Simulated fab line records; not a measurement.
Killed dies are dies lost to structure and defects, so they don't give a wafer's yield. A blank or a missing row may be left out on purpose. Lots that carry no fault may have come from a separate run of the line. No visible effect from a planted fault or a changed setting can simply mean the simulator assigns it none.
fab line records	flow n5_finfet
record lots=10	wafers=30	last_day=20
route steps=1938 shown BEOL_M3@1018 BEOL_M4@1062
lots that met no fault: from a run of the same line without faults
start_h: start of the lot's first displayed wafer, in hours after the record's first day	wait_h: time in hours since the lot's previous step	" as in the row above	L1.1+2: one row covering several wafers at once	- either no value or no given start	* or withheld: withheld	< > ~ a bound
route shown NAME@n: names a module that has steps shown in the file, with the first one's number in the route	usual: mean/standard deviation taken from wafers without a fault	same: alike in all rows	chamber/n: place in a boat	sites: readings site by site	_std_site: their standard deviation	_edge_site: mean of outer sites minus mean of inner sites	radius_mm: for every site, how far away it sits from the centre of the wafer	mask NAME#n: copy n	behind: the tool/chamber that last shaped the wafer	hold: why the lot was held/for how many hours/how that ended	device: names the non-switching transistor (n, p or np)	end of line: the same wafers' tests at the end of the route	step lacking rows: just its recipe	killed: count of dies lost to structure and defects at first sort (not the wafer's yield)	map: a wafer's dies, marking killed ones x, the rest . and places with no die _
set.NAME: setting as actually run; set.NAME@STEP: the setting as run at that earlier step	model.NAME: the simulator's own value behind a step, which no gauge read
the route's steps for a sample of lots (tables are steps, rows are wafers)
services: from which hour (start_h, from the record's first day; less than 0 if before it) a tool's chamber was out of use, for how many hours, and why
## steps
# step N5_BEOL_M3_DEP_57
# recipe material=SiCN	target_thk_a=80	temp_c=withheld	precursor=3MS/NH3	pressure_torr=3	rf_w=202	time_s=14
# usual showerhead_plenum_p_Torr=3.661/0.014	throttle_valve_pct=9.1/0.54
# same time_s=14
lot.wafer	tool	chamber	start_h	wait_h	showerhead_plenum_p_Torr	throttle_valve_pct
L649.1	pecvd-01	1	175.55	0.0	3.689	10.2
L649.3	"	2	"	"	3.680	9.2
L649.5	"	2	"	"	3.683	9.1
L651.1	pecvd-04	2	181.31	0.0	3.659	8.8
L651.2	"	1	"	"	3.668	8.5
L651.4	"	2	"	"	3.655	8.4
L655.1	pecvd-04	0	201.23	0.0	3.675	9.9
L655.3	"	1	"	"	3.664	8.7
L655.5	"	2	"	"	3.647	8.6
L656.2	pecvd-04	1	219.30	0.0	3.664	8.7
L656.5	"	1	"	"	3.666	8.8
L656.6	"	2	"	"	3.661	8.5
L668.3	pecvd-03	0	296.69	0.0	3.648	8.8
L668.4	"	1	"	"	3.642	8.9
L668.5	"	2	"	"	3.648	8.8
L667.1	pecvd-03	0	302.98	0.0	3.635	9.0
L667.2	"	1	"	"	3.650	9.0
L667.6	"	1	"	"	3.644	9.0
L666.1	pecvd-03	1	307.34	0.0	3.645	9.0
L666.3	"	0	"	"	3.638	8.9
L666.6	"	2	"	"	3.645	8.8
L670.4	pecvd-03	0	323.56	0.0	3.637	9.1
L670.5	"	1	"	"	3.652	9.3
L670.6	"	2	"	"	3.654	9.1
L672.1	pecvd-04	1	324.01	0.0	3.674	8.6
L672.2	"	0	"	"	3.662	9.9
L672.5	"	1	"	"	3.668	8.8
L671.2	pecvd-04	2	325.85	0.0	3.651	8.7
L671.3	"	1	"	"	3.663	8.6
L671.6	"	2	"	"	3.654	8.5
# step N5_BEOL_M4_ALD_98
# recipe material=SiO2	target_thk_a=25	temp_c=100	ald_precursor_family=BDEAS	ald_co_reactant=O2-plasma	pulse_time_s=1	co_reactant_pulse_time_s=1	purge_time_s=2	co_reactant_purge_time_s=2	ald_cycles=17	pressure_torr=2
# usual heater_power_w=76/7.4	precursor_pulse_height_rel=1.003/0.018
lot.wafer	tool	chamber	start_h	wait_h	heater_power_w	precursor_pulse_height_rel
L649.1	ald_sin-03	2	179.00	0.1	74	1.009
L649.3	"	0	"	"	66	1.027
L649.5	"	1	"	"	78	0.973
L651.1	ald_sin-03	3	184.27	0.1	73	0.981
L651.2	"	0	"	"	65	0.984
L651.4	"	2	"	"	73	1.013
L655.1	ald_sin-04	1	203.56	0.1	68	1.022
L655.3	"	2	"	"	96	0.999
L655.5	"	0	"	"	78	0.985
L656.2	ald_sin-01	3	221.54	0.1	77	1.014
L656.5	"	2	"	"	70	0.988
L656.6	"	1	"	"	85	0.977
L668.3	ald_sin-01	2	300.92	0.1	71	1.017
L668.4	"	1	"	"	85	1.015
L668.5	"	1	"	"	86	1.023
L667.1	ald_sin-04	1	305.63	0.1	71	0.996
L667.2	"	0	"	"	79	0.997
L667.6	"	1	"	"	72	0.967
L666.1	ald_sin-03	0	310.28	0.1	66	1.026
L666.3	"	1	"	"	78	0.991
L666.6	"	0	"	"	66	1.020
L670.4	ald_sin-04	1	325.61	0.1	70	1.019
L670.5	"	0	"	"	78	1.004
L670.6	"	3	"	"	73	1.013
L672.1	ald_sin-01	0	327.33	0.1	70	0.979
L672.2	"	3	"	"	78	1.003
L672.5	"	2	"	"	69	1.000
L671.2	ald_sin-01	0	328.44	0.1	72	0.975
L671.3	"	2	"	"	70	1.003
L671.6	"	1	"	"	87	0.969
# step N5_BEOL_M4_ETCH_70
# recipe chemistry=N2/H2	target=SOC	target_depth_a=800	overetch_a=240	mask_material=SiARC	temp_c=40	time_s=130	ion_energy_ev=200	pressure_mtorr=30	source_w=840	bias_w=150	n2_flow_sccm=200	h2_flow_sccm=200
# usual drypump_motor_current_A=5.8/0.49	oes_product_au=0.59/0.057	rf_vpp_V=524.1/2	showerhead_plenum_p_Torr=2.55/0.065	temp_c=40.02/0.11	throttle_valve_pct=17.88/0.26
# same time_s=130
lot.wafer	tool	chamber	start_h	wait_h	drypump_motor_current_A	oes_product_au	rf_hours_counter_h	rf_vpp_V	showerhead_plenum_p_Torr	temp_c	throttle_valve_pct
L649.1	rie_diel-01	1	180.94	0.0	5.6	0.55	168	522.1	2.54	40.02	18.05
L649.3	"	2	"	"	5.0	0.51	243	526.1	2.60	40.19	17.73
L649.5	"	1	"	"	5.6	0.56	-	524.5	2.54	39.82	18.05
L651.1	rie_diel-01	0	191.89	0.0	6.5	0.63	55	523.8	2.48	40.16	17.73
L651.2	"	1	"	"	5.7	0.55	172	522.9	2.53	40.07	18.07
L651.4	"	0	"	"	6.5	0.63	-	522.4	2.48	39.99	17.74
L655.1	rie_diel-04	2	213.92	0.0	5.5	0.52	194	522.5	2.52	43.64	18.14
L655.3	"	0	"	"	6.2	0.68	9	525.6	2.60	40.15	17.54
L655.5	"	2	"	"	5.5	0.52	-	522.8	2.52	43.54	18.15
L656.2	rie_diel-04	2	228.41	0.0	5.6	0.51	200	523.5	2.52	43.57	18.17
L656.5	"	1	"	"	6.3	0.71	-	521.3	2.49	40.01	17.53
L656.6	"	2	"	"	5.6	0.51	-	523.9	2.52	43.51	18.16
L668.3	rie_diel-04	3	325.45	0.0	5.5	0.61	70	526.2	2.58	39.97	17.82
L668.4	"	1	"	"	6.2	0.64	39	521.9	2.48	40.11	17.61
L668.5	"	0	"	"	6.2	0.62	-	524.5	2.59	39.72	17.60
L667.1	rie_diel-05	1	325.57	0.0	6.6	0.55	185	524.3	2.53	40.10	17.85
L667.2	"	3	"	"	6.0	0.57	139	520.9	2.43	39.81	18.00
L667.6	"	0	"	"	5.7	0.58	-	527.6	2.67	40.00	18.05
L666.1	rie_diel-04	3	330.28	0.0	5.5	0.61	71	526.2	2.58	39.90	17.82
L666.3	"	1	"	"	6.3	0.64	40	522.1	2.48	39.87	17.62
L666.6	"	1	"	"	6.2	0.64	-	520.9	2.48	40.01	17.58
L670.4	rie_diel-01	2	346.97	0.0	5.0	0.64	41	525.1	2.58	39.94	17.36
L670.5	"	3	"	"	5.2	0.53	-	522.6	2.54	40.19	18.24
L670.6	"	2	"	"	5.0	0.65	-	523.9	2.58	39.94	17.38
L672.1	rie_diel-04	1	347.00	0.0	6.2	0.63	44	522.8	2.48	39.91	17.62
L672.2	"	3	"	"	5.5	0.62	75	525.5	2.58	40.15	17.84
L672.5	"	3	"	"	5.5	0.61	-	523.8	2.58	39.96	17.83
L671.2	rie_diel-05	3	353.45	0.0	6.0	0.56	149	519.2	2.43	39.97	18.02
L671.3	"	0	"	"	5.7	0.57	131	527.2	2.66	39.90	18.06
L671.6	"	0	"	"	5.7	0.56	-	527.7	2.66	40.12	18.05
# step N5_BEOL_M4_DEGAS_44
# recipe ambient=vacuum	temp_c=250	time_s=60
# usual heater_power_w=359/36
# same time_s=60
lot.wafer	tool	chamber	start_h	wait_h	heater_power_w
L649.1	pvd_sputter-03	-	181.67	0.2	404
L649.3	"	-	"	"	321
L649.5	"	-	"	"	333
L651.1	pvd_sputter-01	-	192.66	0.3	317
L651.2	"	-	"	"	314
L651.4	"	-	"	"	345
L655.1	pvd_sputter-02	-	214.86	0.4	368
L655.3	"	-	"	"	371
L655.5	"	-	"	"	361
L656.2	pvd_sputter-01	-	229.17	0.2	298
L656.5	"	-	"	"	320
L656.6	"	-	"	"	306
L668.3	pvd_sputter-01	-	326.22	0.3	326
L668.4	"	-	"	"	311
L668.5	"	-	"	"	401
L667.1	pvd_sputter-01	-	326.30	0.2	325
L667.2	"	-	"	"	312
L667.6	"	-	"	"	303
L666.1	pvd_sputter-01	-	331.02	0.2	322
L666.3	"	-	"	"	396
L666.6	"	-	"	"	330
L670.4	pvd_sputter-02	-	347.68	0.2	360
L670.5	"	-	"	"	361
L670.6	"	-	"	"	386
L672.1	pvd_sputter-02	-	347.76	0.2	362
L672.2	"	-	"	"	413
L672.5	"	-	"	"	371
L671.2	pvd_sputter-02	-	354.54	0.6	372
L671.3	"	-	"	"	370
L671.6	"	-	"	"	367
# step N5_BEOL_M4_RC_MEAS_101
# usual DIBL_N=36.6/1.3	DIBL_P=36.4/1.4	IOFF_N=0.167/0.023	IOFF_P=0.219/0.029	ION_N=678/8.7	ION_P=464/6.4	SS_N=71.5/0.53	SS_P=73.4/0.57	VT_N=248.5/2.8	VT_P=-249/3.1
lot.wafer	tool	chamber	start_h	wait_h	DIBL_N[mV/V]	DIBL_P[mV/V]	IOFF_N[nA/um]	IOFF_P[nA/um]	ION_N[uA/um]	ION_P[uA/um]	SS_N[mV/dec]	SS_P[mV/dec]	VT_N[mV]	VT_P[mV]
L649.1	prober-01	0	185.19	0.0	37.4	37.4	0.195	0.237	697	467	72.2	73.3	243.2	-248
L649.3	"	0	"	"	37.8	37.4	0.193	0.224	690	465	70.9	72.9	245.4	-249
L649.5	"	0	"	"	36.8	36.8	0.171	0.216	683	465	71.2	73.5	248.1	-250
L651.1	prober-02	0	196.22	0.0	35.3	33.7	0.136	0.182	658	455	70.3	73.0	255.9	-250
L651.2	"	0	"	"	34.1	32.7	0.125	0.170	659	458	70.5	72.9	253.4	-250
L651.4	"	0	"	"	34.1	33.6	0.129	0.179	668	458	70.8	72.8	253.7	-251
L655.1	prober-02	0	226.52	0.0	39.2	38.2	0.191	0.240	684	465	72.3	73.7	248.0	-246
L655.3	"	0	"	"	37.6	36.8	0.175	0.219	681	464	72.0	72.9	247.0	-248
L655.5	"	0	"	"	38.4	37.3	0.176	0.224	684	466	72.6	73.1	248.2	-246
L656.2	prober-01	0	233.17	0.2	36.8	37.2	0.144	0.192	676	460	71.5	73.0	251.5	-252
L656.5	"	0	"	"	36.2	36.7	0.149	0.185	678	460	71.3	73.2	251.0	-256
L656.6	"	0	"	"	35.3	35.4	0.128	0.163	675	452	71.1	72.7	253.6	-255
L668.3	prober-01	0	330.29	0.3	36.4	36.8	0.165	0.212	667	458	71.5	73.0	246.2	-250
L668.4	"	0	"	"	37.5	38.0	0.173	0.237	670	463	71.5	73.5	247.3	-248
L668.5	"	0	"	"	37.3	37.8	0.172	0.228	668	461	71.3	73.2	247.1	-251
L667.1	prober-02	0	332.15	0.0	35.9	35.4	0.156	0.219	675	464	70.9	73.2	246.8	-250
L667.2	"	0	"	"	35.2	35.2	0.148	0.225	681	472	70.5	73.5	249.7	-248
L667.6	"	0	"	"	36.6	36.0	0.169	0.230	681	466	70.9	73.4	246.5	-248
L666.1	prober-02	0	334.87	0.0	35.9	35.8	0.145	0.185	671	463	70.8	72.9	248.9	-254
L666.3	"	0	"	"	37.9	39.4	0.187	0.237	676	460	71.9	74.0	245.3	-249
L666.6	"	0	"	"	36.3	36.2	0.144	0.190	673	460	71.6	73.7	253.4	-252
L672.1	prober-02	0	351.41	0.0	36.2	37.2	0.160	0.197	679	461	71.8	72.2	248.6	-252
L672.2	"	0	"	"	36.1	36.6	0.153	0.182	676	457	71.3	72.6	251.2	-250
L672.5	"	0	"	"	35.8	36.3	0.151	0.179	679	460	70.9	72.6	250.6	-252
L670.4	prober-01	0	351.61	0.5	37.1	39.1	0.171	0.247	674	463	72.1	73.3	249.8	-248
L670.5	"	0	"	"	37.7	38.4	0.176	0.233	675	465	72.4	73.7	250.0	-248
L670.6	"	0	"	"	36.9	38.3	0.168	0.222	678	466	71.7	73.8	252.3	-251
L671.2	prober-01	0	358.47	0.2	38.3	39.0	0.231	0.281	704	477	71.8	74.7	242.5	-245
L671.3	"	0	"	"	37.2	36.4	0.193	0.235	689	468	71.3	74.4	245.3	-249
L671.6	"	0	"	"	37.2	36.5	0.188	0.234	690	468	71.6	73.3	245.2	-250
## services
tool	chamber	start_h	hours	kind
pecvd-01	-	162.71	0.8	repair
pecvd-01	0	165.33	2.4	repair
rie_diel-05	1	173.90	8.8	repair
rie_diel-04	1	176.16	8.1	repair
ald_sin-04	-	178.82	14.0	pm
pecvd-01	-	181.09	0.6	repair
rie_diel-01	0	182.28	1.9	repair
rie_diel-01	2	190.80	1.6	repair
pecvd-03	-	208.55	0.7	repair
ald_sin-01	-	211.62	0.5	repair
pecvd-03	2	214.61	14.7	repair
rie_diel-04	0	214.62	7.9	repair
rie_diel-05	-	236.95	2.4	repair
pvd_sputter-02	-	265.13	12.8	repair
ald_sin-03	-	268.25	14.0	pm
ald_sin-03	-	282.25	2.8	pm
rie_diel-04	2	287.32	7.5	repair
pecvd-01	2	291.81	5.0	repair
ald_sin-01	2	302.50	9.0	repair
pecvd-01	-	303.96	1.5	repair
rie_diel-04	2	308.08	5.8	repair
rie_diel-05	2	313.06	5.9	repair
rie_diel-04	2	326.28	1.8	repair
ald_sin-04	-	326.57	0.6	repair
## key
first_sign step=N5_BEOL_M4_ETCH_70	reading=temp_c	direction=up	sigmas=32	usual=*	struck=*
effect none on later readings
met_at N5_BEOL_M4_ETCH_70
struck_lots L655,L656
struck_wafers L655.1,L655.5,L656.2,L656.6
not_acting_at N5_BEOL_M3_DEP_57,N5_BEOL_M4_ALD_98,N5_BEOL_M4_DEGAS_44
fault kind=process_parameter_drift	tool=rie_diel-04	chamber=2	onset_h=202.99	steps=N5_BEOL_M4_ETCH_70	channel=temp_c	offset=*	shape=step	end_h=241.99	acts_in=*	stated=*
